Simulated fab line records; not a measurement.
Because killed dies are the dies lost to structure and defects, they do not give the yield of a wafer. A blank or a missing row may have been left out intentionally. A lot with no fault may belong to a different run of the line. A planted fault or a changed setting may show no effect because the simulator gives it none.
Matching of chambers / flow nand harc / rie diel-01 running NHARC_A_CONTACT_ETCH_110: 4 sister chambers
The step etches the open film in CF4/O2, target depth 60 nm, overetch 6 nm, time 33 s. 7 wafers are shown with their chamber, then 7 later ones without.

== EACH WAFER AND ITS CHAMBER ==
wafer=L075.5; chamber=0; showerhead plenum p Torr (Torr)=1.28; oes product au (a.u.)=1.037
wafer=L079.6; chamber=1; showerhead plenum p Torr (Torr)=1.31; oes product au (a.u.)=0.982
wafer=L081.4; chamber=0; showerhead plenum p Torr (Torr)=1.27; oes product au (a.u.)=1.028
wafer=L080.2; chamber=1; showerhead plenum p Torr (Torr)=1.31; oes product au (a.u.)=1.001
wafer=L080.5; chamber=3; showerhead plenum p Torr (Torr)=1.30; oes product au (a.u.)=1.044
wafer=L084.1; chamber=3; showerhead plenum p Torr (Torr)=1.30; oes product au (a.u.)=1.041
wafer=L084.2; chamber=2; showerhead plenum p Torr (Torr)=1.32; oes product au (a.u.)=0.990

== WAFERS MISSING THEIR CHAMBER ==
wafer=L084.3; showerhead plenum p Torr (Torr)=1.31; oes product au (a.u.)=0.993
wafer=L091.2; showerhead plenum p Torr (Torr)=1.27; oes product au (a.u.)=1.029
wafer=L091.3; showerhead plenum p Torr (Torr)=1.29; oes product au (a.u.)=1.026
wafer=L091.6; showerhead plenum p Torr (Torr)=1.27; oes product au (a.u.)=1.029
wafer=L094.1; showerhead plenum p Torr (Torr)=1.30; oes product au (a.u.)=1.003
wafer=L094.4; showerhead plenum p Torr (Torr)=1.27; oes product au (a.u.)=1.022
wafer=L094.5; showerhead plenum p Torr (Torr)=1.30; oes product au (a.u.)=0.998

== THE CHAMBER EACH PASSED THROUGH ==
wafer=L084.3; from the rows above=1; in truth=1
wafer=L091.2; from the rows above=0; in truth=0
wafer=L091.3; from the rows above=can't be placed: 3 or 0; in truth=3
wafer=L091.6; from the rows above=0; in truth=0
wafer=L094.1; from the rows above=can't be placed: 1 or 3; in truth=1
wafer=L094.4; from the rows above=0; in truth=0
wafer=L094.5; from the rows above=1; in truth=1
5 of 7 placed correctly. Cannot be placed on the basis of these rows: 2; the candidates contain the true chamber in 2. 0 placed wrongly.
How it was worked out, from the rows above alone: a wafer's distance from a chamber is the root of the sum, over the readings, of the square of ((its reading less the chamber's mean) divided by the reading's scatter). The wafer belongs to the nearest chamber; if the next one is less than 2 further off, it can't be placed. The mean given for a chamber averages the wafers shown for that chamber. The scatter: take each reading less its chamber's mean, square it, sum over the shown wafers, divide by the number of wafers less the number of chambers, and take the root.
